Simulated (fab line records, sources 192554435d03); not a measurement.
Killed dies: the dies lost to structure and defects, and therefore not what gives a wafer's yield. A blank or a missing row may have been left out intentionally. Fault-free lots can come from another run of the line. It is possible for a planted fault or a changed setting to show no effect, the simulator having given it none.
Split-lot experiment :: flow n5 finfet :: on a route of 1938 steps: 7 lots, 39 wafers read

== THE SPLIT ==
At N5_DUMMY_GATE_EXPOSE_12 (exposes mask GATE, target cd 25 nm), the setting dose mj was moved away from the recipe's 34 on 9 of the 39 wafers read, by -3.1% to +7.3%. This setting was run at the recipe's value on the other wafers.

== FROM THE SPLIT TO THE READING: what the file shows between them, 2 steps ==
- N5_DUMMY_GATE_PEB_13: peb time 60 s
- N5_DUMMY_GATE_DEVELOP_14: develop time 30 s

== THE READING ==
Shown in nm: cd nm at N5_DUMMY_GATE_CD_MEAS_15, with target cd 25.8 nm. A value of 25.00 nm with a standard deviation of 0.28 nm is what fault-free wafers of this fab line usually give.

wafer: L075.1
tool, chamber at the split: euv scanner-02, 0
dose mj as run: 34
against the recipe: recipe
cd nm, nm: 25.43
against lot-mates on the recipe: -

wafer: L075.2
tool, chamber at the split: euv scanner-02, 0
dose mj as run: 34
against the recipe: recipe
cd nm, nm: 25.46
against lot-mates on the recipe: -

wafer: L075.3
tool, chamber at the split: euv scanner-02, 0
dose mj as run: 34
against the recipe: recipe
cd nm, nm: 25.63
against lot-mates on the recipe: -

wafer: L075.4
tool, chamber at the split: euv scanner-02, 0
dose mj as run: 34
against the recipe: recipe
cd nm, nm: 25.46
against lot-mates on the recipe: -

wafer: L075.5
tool, chamber at the split: euv scanner-02, 0
dose mj as run: 34
against the recipe: recipe
cd nm, nm: 24.91
against lot-mates on the recipe: -

wafer: L075.6
tool, chamber at the split: euv scanner-02, 0
dose mj as run: 34
against the recipe: recipe
cd nm, nm: 25.09
against lot-mates on the recipe: -

wafer: L079.1
tool, chamber at the split: euv scanner-02, 0
dose mj as run: 34
against the recipe: recipe
cd nm, nm: 24.89
against lot-mates on the recipe: -

wafer: L079.2
tool, chamber at the split: euv scanner-02, 0
dose mj as run: 34
against the recipe: recipe
cd nm, nm: 24.70
against lot-mates on the recipe: -

wafer: L079.3
tool, chamber at the split: euv scanner-02, 0
dose mj as run: 34
against the recipe: recipe
cd nm, nm: 24.96
against lot-mates on the recipe: -

wafer: L079.4
tool, chamber at the split: euv scanner-02, 0
dose mj as run: 34
against the recipe: recipe
cd nm, nm: 24.93
against lot-mates on the recipe: -

wafer: L079.5
tool, chamber at the split: euv scanner-02, 0
dose mj as run: 34
against the recipe: recipe
cd nm, nm: 24.94
against lot-mates on the recipe: -

wafer: L079.6
tool, chamber at the split: euv scanner-02, 0
dose mj as run: 34
against the recipe: recipe
cd nm, nm: 25.10
against lot-mates on the recipe: -

wafer: L085.1
tool, chamber at the split: euv scanner-01, 0
dose mj as run: 34
against the recipe: recipe
cd nm, nm: 25.16
against lot-mates on the recipe: -

wafer: L085.4
tool, chamber at the split: euv scanner-01, 0
dose mj as run: 34
against the recipe: recipe
cd nm, nm: 25.09
against lot-mates on the recipe: -

wafer: L085.5
tool, chamber at the split: euv scanner-01, 0
dose mj as run: 34
against the recipe: recipe
cd nm, nm: 25.02
against lot-mates on the recipe: -

wafer: L088.1
tool, chamber at the split: euv scanner-02, 0
dose mj as run: 34
against the recipe: recipe
cd nm, nm: 25.12
against lot-mates on the recipe: -

wafer: L088.2
tool, chamber at the split: euv scanner-02, 0
dose mj as run: 34
against the recipe: recipe
cd nm, nm: 24.91
against lot-mates on the recipe: -

wafer: L088.3
tool, chamber at the split: euv scanner-02, 0
dose mj as run: 35.69
against the recipe: +5.0%
cd nm, nm: 24.06
against lot-mates on the recipe: -0.92

wafer: L088.4
tool, chamber at the split: euv scanner-02, 0
dose mj as run: 34
against the recipe: recipe
cd nm, nm: 24.91
against lot-mates on the recipe: -

wafer: L088.5
tool, chamber at the split: euv scanner-02, 0
dose mj as run: 35.69
against the recipe: +5.0%
cd nm, nm: 23.85
against lot-mates on the recipe: -1.13

wafer: L088.6
tool, chamber at the split: euv scanner-02, 0
dose mj as run: 35.69
against the recipe: +5.0%
cd nm, nm: 23.74
against lot-mates on the recipe: -1.24

wafer: L089.1
tool, chamber at the split: euv scanner-02, 0
dose mj as run: 34
against the recipe: recipe
cd nm, nm: 24.62
against lot-mates on the recipe: -

wafer: L089.2
tool, chamber at the split: euv scanner-02, 0
dose mj as run: 34
against the recipe: recipe
cd nm, nm: 25.08
against lot-mates on the recipe: -

wafer: L089.3
tool, chamber at the split: euv scanner-02, 0
dose mj as run: 34
against the recipe: recipe
cd nm, nm: 24.75
against lot-mates on the recipe: -

wafer: L089.4
tool, chamber at the split: euv scanner-02, 0
dose mj as run: 34
against the recipe: recipe
cd nm, nm: 24.86
against lot-mates on the recipe: -

wafer: L089.5
tool, chamber at the split: euv scanner-02, 0
dose mj as run: 34
against the recipe: recipe
cd nm, nm: 25.47
against lot-mates on the recipe: -

wafer: L089.6
tool, chamber at the split: euv scanner-02, 0
dose mj as run: 34
against the recipe: recipe
cd nm, nm: 24.83
against lot-mates on the recipe: -

wafer: L094.1
tool, chamber at the split: euv scanner-02, 0
dose mj as run: 32.95
against the recipe: -3.1%
cd nm, nm: 25.91
against lot-mates on the recipe: +0.85

wafer: L094.2
tool, chamber at the split: euv scanner-02, 0
dose mj as run: 34
against the recipe: recipe
cd nm, nm: 24.97
against lot-mates on the recipe: -

wafer: L094.3
tool, chamber at the split: euv scanner-02, 0
dose mj as run: 34
against the recipe: recipe
cd nm, nm: 25.22
against lot-mates on the recipe: -

wafer: L094.4
tool, chamber at the split: euv scanner-02, 0
dose mj as run: 34
against the recipe: recipe
cd nm, nm: 24.98
against lot-mates on the recipe: -

wafer: L094.5
tool, chamber at the split: euv scanner-02, 0
dose mj as run: 32.95
against the recipe: -3.1%
cd nm, nm: 25.63
against lot-mates on the recipe: +0.57

wafer: L094.6
tool, chamber at the split: euv scanner-02, 0
dose mj as run: 32.95
against the recipe: -3.1%
cd nm, nm: 25.60
against lot-mates on the recipe: +0.54

wafer: L097.1
tool, chamber at the split: euv scanner-02, 0
dose mj as run: 34
against the recipe: recipe
cd nm, nm: 24.95
against lot-mates on the recipe: -

wafer: L097.2
tool, chamber at the split: euv scanner-02, 0
dose mj as run: 36.49
against the recipe: +7.3%
cd nm, nm: 24.03
against lot-mates on the recipe: -1.06

wafer: L097.3
tool, chamber at the split: euv scanner-02, 0
dose mj as run: 34
against the recipe: recipe
cd nm, nm: 25.23
against lot-mates on the recipe: -

wafer: L097.4
tool, chamber at the split: euv scanner-02, 0
dose mj as run: 36.49
against the recipe: +7.3%
cd nm, nm: 23.51
against lot-mates on the recipe: -1.58

wafer: L097.5
tool, chamber at the split: euv scanner-02, 0
dose mj as run: 36.49
against the recipe: +7.3%
cd nm, nm: 23.82
against lot-mates on the recipe: -1.27

wafer: L097.6
tool, chamber at the split: euv scanner-02, 0
dose mj as run: 34
against the recipe: recipe
cd nm, nm: 25.10
against lot-mates on the recipe: -

THE FIT
A straight line over all 39 wafers: cd nm changes by -0.196 nm for each +1% of dose mj; r = -0.90; the points scatter about the line by 0.24 nm.
The same after taking each lot's own level away (the mean of its wafers on the recipe; 39 wafers): -0.194 nm for each +1%; r = -0.93; scatter 0.19 nm.
Per that fit: largest dose mj move, reading shift of 1.4 nm.
Across the lots, their own levels run from 24.920 to 25.330 nm, a range of 1.5 times the standard deviation given above.
Consequently the slope shifts little with the lot-to-lot level, the two slopes agreeing.
Check: with one of the wafers moved furthest among these (+7.3%) left out of the fit, the line predicts -1.51 nm for it against its lot-mates. It came out at -1.06 nm against them.

== THE OTHER SPLITS THESE WAFERS WENT THROUGH ==
Note: prior to the reading, these wafers also went through further splits. Each is held against what the fit with the lots' levels taken away leaves over:
other split on the same wafers: N5_PMOS_HMC_CHANNEL_EPI_EPI_20 temp c
wafers away from the commonest value: 12
r with cd nm (lot level and that fit taken away): +0.18

== FILE'S OWN FIT ==
cd nm changes by -0.194 nm for each +1% of dose mj, r = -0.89.
